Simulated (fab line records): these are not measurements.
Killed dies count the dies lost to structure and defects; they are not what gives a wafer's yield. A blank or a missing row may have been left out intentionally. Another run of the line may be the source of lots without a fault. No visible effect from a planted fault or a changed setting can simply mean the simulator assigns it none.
Chamber matching ; flow nand-harc ; pecvd-01 running NHARC_A_STAIRCASE_DEP_301: 3 sister chambers
The step deposits SiON, target thk 30 nm. 6 wafers are shown with their chamber, then 7 later ones without.

## WAFERS WITH THEIR CHAMBER
wafer;chamber;heater-power-w (W);heater-power-outer-w (W)
L078.5;1;773;492
L079.2;2;665;427
L079.5;1;742;472
L079.6;0;631;411
L091.1;0;673;432
L091.2;2;583;383

## WAFERS MISSING THEIR CHAMBER
wafer;heater-power-w (W);heater-power-outer-w (W)
L091.5;669;452
L093.1;707;501
L093.5;822;537
L093.6;658;435
L097.1;835;525
L097.2;623;417
L097.4;611;428

## WHICH CHAMBER EACH WENT THROUGH
wafer;from the rows above;in truth
L091.5;can't be placed: 0 or 2 or 1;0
L093.1;1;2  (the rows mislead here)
L093.5;1;1
L093.6;can't be placed: 0 or 2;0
L097.1;1;1
L097.2;can't be placed: 2 or 0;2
L097.4;can't be placed: 0 or 2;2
Placed correctly: 2 of 7. Not placeable from these rows: 4 (in 4, the candidates include the true chamber). Number placed wrongly: 1.
How it was worked out, from the rows above alone: a wafer's distance from a chamber is the root of the sum, over the readings, of the square of ((its reading less the chamber's mean) divided by the reading's scatter). The wafer belongs to the nearest chamber; if the next one is less than 2 further off, it can't be placed. Each chamber's mean is taken over the wafers shown for it. The scatter: the root of (the sum of the squares of (reading less its chamber's mean) over the shown wafers, divided by (wafers less chambers)).
